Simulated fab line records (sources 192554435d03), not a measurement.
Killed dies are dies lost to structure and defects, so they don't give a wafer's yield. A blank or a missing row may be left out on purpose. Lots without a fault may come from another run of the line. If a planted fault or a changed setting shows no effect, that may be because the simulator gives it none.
3 desks, one fault | flow n5-finfet | every desk sees just its own numbers, and what lay behind them comes last

## METROLOGY DESK
Means of the sampled wafers that have a number, per lot and without regard to the tool the lot ran on: this is what the gauges read. Marked OUT: a lot whose mean sits more than 4 standard deviations from the usual mean, which makes it out of limits; the brackets give that distance.
Columns: A = M14_THK at N5_BEOL_M14_THK_MEAS_50, usual 565 nm; B = M14_RS at N5_BEOL_M14_RS_MEAS_54, usual 0.0331 ohm/sq; C = M15_ILD_THK at N5_BEOL_M15_THK_MEAS_01, usual 1636 nm; D = cd-nm at N5_BEOL_M15_CD_MEAS_10, usual 360.5 nm; E = V14_OVL at N5_BEOL_M15_OVL_MEAS_11, usual 0 nm
lot  | first seen here | A   | B      | C    | D     | E
L420 | day 14 11:34    | 556 | 0.0336 | 1636 | 359.9 | -3
L424 | day 15 13:29    | 565 | 0.0330 | 1628 | 360.3 | -4
L430 | day 17 01:40    | 572 | 0.0328 | 1639 | 358.3 | -6
L431 | day 17 19:21    | 560 | 0.0336 | 1649 | 361.2 | -0
L435 | day 17 23:51    | 585 | 0.0320 | 1655 | 360.1 | 5
L436 | day 18 07:39    | 576 | 0.0327 | 1662 | 359.3 | -4
This desk found nothing out of limits on any of the 6 lots.

## THE DEFECT DESK
Counts from the inspections along the route, per lot, as means over the sampled wafers that have a number. Marked OUT: a lot whose mean sits more than 4 standard deviations from the usual mean, which makes it out of limits; the brackets give that distance.
Columns: A = raw-defect-count at N5_BEOL_M14_INSPECT_55, usual 75; B = raw-defect-count at N5_BEOL_M15_INSPECT_12, usual 2.1
lot  | first seen here | A  | B
L420 | day 14 11:45    | 79 | 3.3
L424 | day 15 13:39    | 70 | 2.0
L430 | day 17 01:52    | 67 | 3.3
L431 | day 17 19:31    | 97 | 1.3
L435 | day 18 00:01    | 51 | 2.3
L436 | day 18 07:49    | 87 | 1.3
This desk found nothing out of limits on any of the 6 lots.

## TOOL OWNER'S DESK, litho-track-04
The tool's own readings at N5_BEOL_M15_COAT_58 (time 60 s, resist thk 89 nm): means of the sampled wafers that have a number, for each lot that ran on this tool. Marked OUT: a lot whose mean sits more than 4 standard deviations from the usual mean, which makes it out of limits; the brackets give that distance.
Columns: A = spin-speed-rpm at N5_BEOL_M15_COAT_58, usual 1499.8 rpm
lot  | first seen here | A
L420 | day 14 12:04    | 1498.5
L430 | day 17 02:10    | 1192.1 (-99 or more) OUT
L431 | day 17 19:49    | 1192.4 (-99 or more) OUT
Finding of this desk: L430, L431 out of limits; the first was L430 at day 17 02:10, on spin-speed-rpm at N5_BEOL_M15_COAT_58. In limits: L420.

## BROUGHT TOGETHER
The tool owner's desk had the chance to raise an alarm at day 17 02:10 on L430, L431.
From the metrology desk's view, nothing was out of limits.
The defect desk saw nothing out of limits.
The metrology desk has L430, L431 on record, within its limits.
The defect desk has L430, L431 on record, within its limits.
On litho-track-04, each named lot ran N5_BEOL_M15_COAT_58.

## WHAT THE SIMULATOR PUT IN
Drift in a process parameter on litho-track-04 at N5_BEOL_M15_COAT_58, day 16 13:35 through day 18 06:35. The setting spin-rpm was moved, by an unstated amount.
Lots struck among those shown: L430, L431.
How many hours passed from the start of the fault until each desk's first out-of-limits reading: the tool owner's desk, 13.
